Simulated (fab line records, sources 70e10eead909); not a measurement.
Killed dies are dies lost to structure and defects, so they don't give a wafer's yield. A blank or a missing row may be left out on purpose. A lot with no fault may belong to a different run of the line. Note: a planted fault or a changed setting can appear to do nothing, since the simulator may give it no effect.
Chamber matching :: flow nand_harc :: rie_si-01 running NHARC_P_STI_ETCH_15: 4 sister chambers
The step etches the open film in HBr/Cl2, target depth 300 nm, time 100.1 s. 4 wafers are shown with their chamber, then 7 later ones without.

== WAFERS, EACH WITH ITS CHAMBER ==
wafer: L423.3
chamber: 1
drypump_motor_current_A (A): 6.3

wafer: L423.5
chamber: 0
drypump_motor_current_A (A): 5.7

wafer: L424.2
chamber: 3
drypump_motor_current_A (A): 4.9

wafer: L424.3
chamber: 2
drypump_motor_current_A (A): 5.4

== WAFERS WITH NO CHAMBER GIVEN ==
wafer: L424.6
drypump_motor_current_A (A): 5.4

wafer: L431.3
drypump_motor_current_A (A): 6.3

wafer: L431.5
drypump_motor_current_A (A): 6.4

wafer: L431.6
drypump_motor_current_A (A): 5.7

wafer: L437.2
drypump_motor_current_A (A): 5.4

wafer: L437.3
drypump_motor_current_A (A): 6.3

wafer: L437.6
drypump_motor_current_A (A): 5.7

== EACH ONE'S CHAMBER ==
wafer: L424.6
from the rows above: 2
in truth: 2

wafer: L431.3
from the rows above: 1
in truth: 1

wafer: L431.5
from the rows above: 1
in truth: 1

wafer: L431.6
from the rows above: 0
in truth: 0

wafer: L437.2
from the rows above: 2
in truth: 2

wafer: L437.3
from the rows above: 1
in truth: 1

wafer: L437.6
from the rows above: 0
in truth: 0
Placed correctly: 7 of 7. Number that these rows cannot place: 0. Number placed wrongly: 0.
How it was worked out, from the rows above alone: a wafer's distance from a chamber is the root of the sum, over the readings, of the square of ((its reading less the chamber's mean) divided by the reading's scatter). If the next closest chamber is less than 2 further off than the closest, the wafer can't be placed; otherwise it belongs to the closest. A chamber's mean is the mean of its shown wafers. The scatter: root of mean squared gap, hidden wafer to nearest shown wafer, with one shown wafer a chamber.
